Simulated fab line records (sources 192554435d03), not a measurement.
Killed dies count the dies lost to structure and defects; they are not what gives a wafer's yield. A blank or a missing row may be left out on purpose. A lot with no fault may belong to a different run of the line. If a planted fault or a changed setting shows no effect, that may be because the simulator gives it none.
2 desks, one fault -- flow n5-finfet -- each desk has only its own numbers; what lay behind them comes last

## FOR THE TOOL OWNER'S DESK: rie-metal-03
The tool's own readings at N5_GATE_CUT_VAPOR_ETCH_60 (etches HfO2 in BCl3/Cl2): means of the sampled wafers that have a number, for each lot that ran on this tool. The brackets show how far a lot's mean lies from the usual mean; more than 4 standard deviations puts the lot out of limits, marked OUT.
Columns: A = drypump-motor-current-A at N5_GATE_CUT_VAPOR_ETCH_60, usual 5.7 A; B = oes-product-au at N5_GATE_CUT_VAPOR_ETCH_60, usual 0.70 a.u.
lot,first seen here,A,B
L634,day 5 01:41,6.2,0.66
L636,day 5 12:52,6.0,0.62
L637,day 5 20:40,6.1,0.64
L638,day 6 03:59,6.1,0.63
L639,day 6 06:38,6.0,0.62
This desk found nothing out of limits on any of the 5 lots.

## METROLOGY DESK
What the gauges read for every lot (on any tool): the sampled wafers with a number, averaged. The brackets show how far a lot's mean lies from the usual mean; more than 4 standard deviations puts the lot out of limits, marked OUT.
Columns: A = cd-nm at N5_PASSIVATION_CD_MEAS_30, usual 4000.5 nm
lot,first seen here,A
L631,day 11 16:07,4004.4
L634,day 12 12:10,4001.6
L635,day 12 19:29,4000.6
L636,day 13 00:02,4001.3
L632,day 13 05:10,4001.3
L637,day 13 14:33,3999.6
L638,day 13 21:40,3998.5
L639,day 14 18:23,3999.2
L640,day 15 02:22,4001.7
L651,day 17 02:24,4000.7
L652,day 17 23:56,4002.3
This desk found nothing out of limits on any of the 11 lots.

## ALL TOGETHER
The tool owner's desk saw nothing out of limits.
From the metrology desk's view, nothing was out of limits.

## WHAT THE SIMULATOR PUT IN
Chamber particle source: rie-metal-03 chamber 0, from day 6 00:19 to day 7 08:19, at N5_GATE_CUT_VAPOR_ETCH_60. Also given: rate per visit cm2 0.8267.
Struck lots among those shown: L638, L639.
